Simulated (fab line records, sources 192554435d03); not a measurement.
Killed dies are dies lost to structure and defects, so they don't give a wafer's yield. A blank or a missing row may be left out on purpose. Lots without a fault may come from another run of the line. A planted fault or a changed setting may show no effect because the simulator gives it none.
Split-lot experiment | flow n5_finfet | 7 lots, 21 wafers read, on a route of 1938 steps

THE SPLIT
At N5_FIN_SAQP_FIN_ETCH_36 (etches the open film in HBr/Cl2/O2, target depth 120 nm, time 50.4 s), the setting icp_w was moved away from the recipe's 800 W on 8 of the 21 wafers read, by -13.5% to +13.9%. The other wafers ran this setting at the recipe's value.

FROM THE SPLIT TO THE READING: what the file shows between them, 3 steps
- N5_FIN_SAQP_PRECLEAN_38: cleans in O3/DIW, time 45 s
- N5_FIN_SAQP_PRECLEAN_45: cleans in dHF, time 10 s
- N5_FIN_SAQP_SRD_39: time 30 s

THE READING
trench_depth_nm, in nm, at N5_FIN_SAQP_OCD_MEAS_76. Fault-free wafers of this fab line usually give 119.6 nm, standard deviation 1.6 nm.

wafer  | tool, chamber at the split | icp_w as run, W | against the recipe | trench_depth_nm, nm | against lot-mates on the recipe
L074.3 | rie_si-01, 0               | 800             | recipe             | 120.4               | -
L074.4 | rie_si-01, 2               | 874.6           | +9.3%              | 126.8               | +5.2
L074.6 | rie_si-01, 1               | 800             | recipe             | 122.8               | -
L075.3 | rie_si-01, 1               | 691.6           | -13.5%             | 114.7               | -5.8
L075.4 | rie_si-01, 2               | 800             | recipe             | 120.5               | -
L075.6 | rie_si-01, 0               | 800             | recipe             | 120.5               | -
L082.2 | rie_si-05, 3               | 876.3           | +9.5%              | 126.4               | +7.6
L082.3 | rie_si-05, 0               | 876.3           | +9.5%              | 124.7               | +5.9
L082.5 | rie_si-05, 2               | 800             | recipe             | 118.8               | -
L083.1 | rie_si-01, 1               | 800             | recipe             | 122.3               | -
L083.5 | rie_si-01, 2               | 800             | recipe             | 120.3               | -
L083.6 | rie_si-01, 3               | 800             | recipe             | 119.4               | -
L087.3 | rie_si-05, 1               | 800             | recipe             | 118.5               | -
L087.4 | rie_si-05, 0               | 800             | recipe             | 118.4               | -
L087.6 | rie_si-05, 3               | 800             | recipe             | 121.2               | -
L091.2 | rie_si-01, 0               | 910.9           | +13.9%             | 124.9               | +5.8
L091.4 | rie_si-01, 3               | 800             | recipe             | 119.1               | -
L091.6 | rie_si-01, 3               | 910.9           | +13.9%             | 126.8               | +7.7
L092.4 | rie_si-06, 1               | 884.1           | +10.5%             | 125.3               | +7.9
L092.5 | rie_si-06, 1               | 884.1           | +10.5%             | 126.2               | +8.8
L092.6 | rie_si-06, 0               | 800             | recipe             | 117.4               | -

THE FIT
A straight line over all 21 wafers: trench_depth_nm changes by +0.482 nm for each +1% of icp_w; r = +0.91; the points scatter about the line by 1.5 nm.
The same after taking each lot's own level away (the mean of its wafers on the recipe; 21 wafers): +0.564 nm for each +1%; r = +0.94; scatter 1.4 nm.
On that fit, the largest move of icp_w shifts the reading by 7.8 nm.
The lots' own levels span 117.40 to 121.60 nm, that is 2.6 times the standard deviation above.
So the lot-to-lot level changes the slope: the two fits differ.
Check: with one of the wafers moved furthest among these (+13.9%) left out of the fit, the line predicts +8.69 nm for it against its lot-mates. It came out at +5.8 nm against them.
Tool readings at the split's step, against how far the setting was moved: oes_product_au r = +0.84.

OTHER SPLITS ON THESE WAFERS
These wafers also went through other splits before the reading. Each is held against what the fit with the lots' levels taken away leaves over:
other split on the same wafers        | wafers away from the commonest value | r with trench_depth_nm (lot level and that fit taken away)
N5_ZERO_LAYER_PECVD_02 time_s         | 10                                   | +0.03
N5_ZERO_LAYER_EXPOSE_08 dose_mj       | 6                                    | -0.08
N5_WELL_APT_EXPOSE_05 dose_mj         | 8                                    | -0.16
N5_WELL_APT_DEVELOP_07 develop_time_s | 3                                    | -0.17

THE WHOLE CHAIN: every reading that the file lists as answering this split, in the file's order
step                    | what it does                                                         | reading                                                                    | change (the file's fit)                   | r (the file's)
N5_FIN_SAQP_FIN_ETCH_36 | etches the open film in HBr/Cl2/O2, target depth 120 nm, time 50.4 s | oes_product_au                                                             | +0.00426 a.u. for each +1% of the setting | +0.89
N5_FIN_SAQP_FIN_ETCH_36 | etches the open film in HBr/Cl2/O2, target depth 120 nm, time 50.4 s | FIN_SAQP.feature_depth_nm (the simulator's own value, which no gauge read) | +0.583 nm for each +1% of the setting     | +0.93
N5_FIN_SAQP_FIN_ETCH_36 | etches the open film in HBr/Cl2/O2, target depth 120 nm, time 50.4 s | etch.depth_nm (the simulator's own value, which no gauge read)             | +0.582 nm for each +1% of the setting     | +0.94
N5_FIN_SAQP_OCD_MEAS_76 |                                                                      | trench_depth_nm                                                            | +0.563 nm for each +1% of the setting     | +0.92

THE FILE'S OWN FIT
trench_depth_nm changes by +0.563 nm for each +1% of icp_w, r = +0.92.
